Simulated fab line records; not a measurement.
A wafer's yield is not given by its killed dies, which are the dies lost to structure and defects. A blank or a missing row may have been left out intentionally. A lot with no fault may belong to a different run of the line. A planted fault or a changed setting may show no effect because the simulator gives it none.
Matching of chambers    flow nand-harc    NHARC_P_M2_DEP_33 on pecvd-04 has 3 sister chambers
The step deposits SiCN, target thk 30 nm. 3 wafers are shown with their chamber, then 9 later ones without.

== EACH WAFER AND ITS CHAMBER ==
wafer   chamber  heater-power-outer-w (W)
L959.1  1        298
L959.3  0        377
L959.5  2        294

== WAFERS WHOSE CHAMBER IS MISSING ==
wafer   heater-power-outer-w (W)
L960.1  320
L960.3  370
L960.5  372
L964.1  278
L964.3  303
L964.6  324
L965.3  305
L965.4  276
L965.5  308

== WHICH CHAMBER EACH ONE RAN IN ==
wafer   from the rows above           in truth
L960.1  can't be placed: 1 or 2       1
L960.3  0                             0
L960.5  0                             0
L964.1  can't be placed: 2 or 1       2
L964.3  can't be placed: 1 or 2       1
L964.6  can't be placed: 1 or 2 or 0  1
L965.3  can't be placed: 1 or 2       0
L965.4  can't be placed: 2 or 1       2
L965.5  can't be placed: 1 or 2       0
Correct placement for 2 of the 9. Can't be placed from these rows: 7 (the true chamber is among the candidates in 5). 0 placed wrongly.
How it was worked out, from the rows above alone: a wafer's distance from a chamber is the root of the sum, over the readings, of the square of ((its reading less the chamber's mean) divided by the reading's scatter). The wafer belongs to the nearest chamber; if the next one is less than 2 further off, it can't be placed. Each chamber's mean is taken over the wafers shown for it. The scatter: root of mean squared gap, hidden wafer to nearest shown wafer, with one shown wafer a chamber.
